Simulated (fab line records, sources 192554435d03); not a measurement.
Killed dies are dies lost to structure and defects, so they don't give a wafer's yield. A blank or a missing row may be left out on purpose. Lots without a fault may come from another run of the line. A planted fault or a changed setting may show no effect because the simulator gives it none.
Split-lot experiment | flow n5_finfet | 7 lots, 39 wafers read, on a route of 1938 steps

THE SPLIT
At N5_GATE_CUT_ETCH_58 (etches SiNx in CH3F/O2, target depth 17 nm, time 128.6 s), the setting bias_w was moved away from the recipe's 21 W on 12 of the 39 wafers read, by -13.3% to +11.3%. The other wafers ran this setting at the recipe's value.

The reading is taken at the split's own step.

THE READING
rf_vpp_V, in V, at N5_GATE_CUT_ETCH_58 (etches SiNx in CH3F/O2, target depth 17 nm, time 128.6 s). Fault-free wafers of this fab line usually give 99.3 V, standard deviation 0.93 V.

wafer  | tool, chamber at the split | bias_w as run, W | against the recipe | rf_vpp_V, V | against lot-mates on the recipe
L074.1 | rie_diel-02, 3             | 21               | recipe             | 99.6        | -
L074.5 | rie_diel-02, 3             | 21               | recipe             | 99.9        | -
L074.6 | rie_diel-02, 0             | 21               | recipe             | 100.1       | -
L075.1 | rie_diel-02, 1             | 23.38            | +11.3%             | 106.9       | +7.1
L075.2 | rie_diel-02, 0             | 21               | recipe             | 101.2       | -
L075.3 | rie_diel-02, 3             | 21               | recipe             | 99.6        | -
L075.4 | rie_diel-02, 2             | 23.38            | +11.3%             | 105.4       | +5.6
L075.5 | rie_diel-02, 2             | 23.38            | +11.3%             | 106.9       | +7.1
L075.6 | rie_diel-02, 1             | 21               | recipe             | 98.7        | -
L081.1 | rie_diel-02, 0             | 21               | recipe             | 98.8        | -
L081.2 | rie_diel-02, 3             | 21               | recipe             | 98.0        | -
L081.3 | rie_diel-02, 2             | 21               | recipe             | 97.9        | -
L081.4 | rie_diel-02, 1             | 21               | recipe             | 100.6       | -
L081.5 | rie_diel-02, 0             | 21               | recipe             | 98.7        | -
L081.6 | rie_diel-02, 1             | 21               | recipe             | 98.8        | -
L085.1 | rie_diel-03, 1             | 22.41            | +6.7%              | 103.4       | +4.1
L085.2 | rie_diel-03, 2             | 21               | recipe             | 98.6        | -
L085.3 | rie_diel-03, 3             | 21               | recipe             | 99.2        | -
L085.4 | rie_diel-03, 1             | 22.41            | +6.7%              | 103.3       | +4.0
L085.5 | rie_diel-03, 2             | 22.41            | +6.7%              | 105.3       | +6.0
L085.6 | rie_diel-03, 3             | 21               | recipe             | 100.2       | -
L089.1 | rie_diel-03, 0             | 21               | recipe             | 98.0        | -
L089.2 | rie_diel-03, 3             | 23.31            | +11.0%             | 105.2       | +6.5
L089.3 | rie_diel-03, 1             | 23.31            | +11.0%             | 106.0       | +7.3
L089.4 | rie_diel-03, 2             | 21               | recipe             | 99.5        | -
L089.5 | rie_diel-03, 3             | 21               | recipe             | 98.5        | -
L089.6 | rie_diel-03, 0             | 23.31            | +11.0%             | 105.1       | +6.4
L093.1 | rie_diel-03, 2             | 21               | recipe             | 98.9        | -
L093.2 | rie_diel-03, 0             | 18.2             | -13.3%             | 90.5        | -8.4
L093.3 | rie_diel-03, 3             | 18.2             | -13.3%             | 91.0        | -7.9
L093.4 | rie_diel-03, 1             | 21               | recipe             | 98.3        | -
L093.5 | rie_diel-03, 1             | 18.2             | -13.3%             | 91.5        | -7.4
L093.6 | rie_diel-03, 2             | 21               | recipe             | 99.6        | -
L097.1 | rie_diel-02, 0             | 21               | recipe             | 98.8        | -
L097.2 | rie_diel-02, 1             | 21               | recipe             | 98.8        | -
L097.3 | rie_diel-02, 3             | 21               | recipe             | 98.7        | -
L097.4 | rie_diel-02, 0             | 21               | recipe             | 98.5        | -
L097.5 | rie_diel-02, 3             | 21               | recipe             | 98.7        | -
L097.6 | rie_diel-02, 1             | 21               | recipe             | 100.1       | -

THE FIT
A straight line over all 39 wafers: rf_vpp_V changes by +0.619 V for each +1% of bias_w; r = +0.98; the points scatter about the line by 0.83 V.
The same after taking each lot's own level away (the mean of its wafers on the recipe; 39 wafers): +0.604 V for each +1%; r = +0.98; scatter 0.72 V.
On that fit, the largest move of bias_w shifts the reading by 8.1 V.
The lots' own levels span 98.67 to 99.87 V, that is 1.3 times the standard deviation above.
So the lot-to-lot level changes the slope little: the two slopes agree.
Check: with one of the wafers moved furthest among these (-13.3%) left out of the fit, the line predicts -7.92 V for it against its lot-mates. It came out at -8.43 V against them.
Tool readings at the split's step, against how far the setting was moved: rf_vpp_V r = +0.98.

OTHER SPLITS ON THESE WAFERS
These wafers also went through other splits before the reading. Each is held against what the fit with the lots' levels taken away leaves over:
other split on the same wafers | wafers away from the commonest value | r with rf_vpp_V (lot level and that fit taken away)
N5_DUMMY_GATE_ETCH_42 bias_w   | 12                                   | -0.14

THE FILE'S OWN FIT
rf_vpp_V changes by +0.604 V for each +1% of bias_w, r = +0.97.
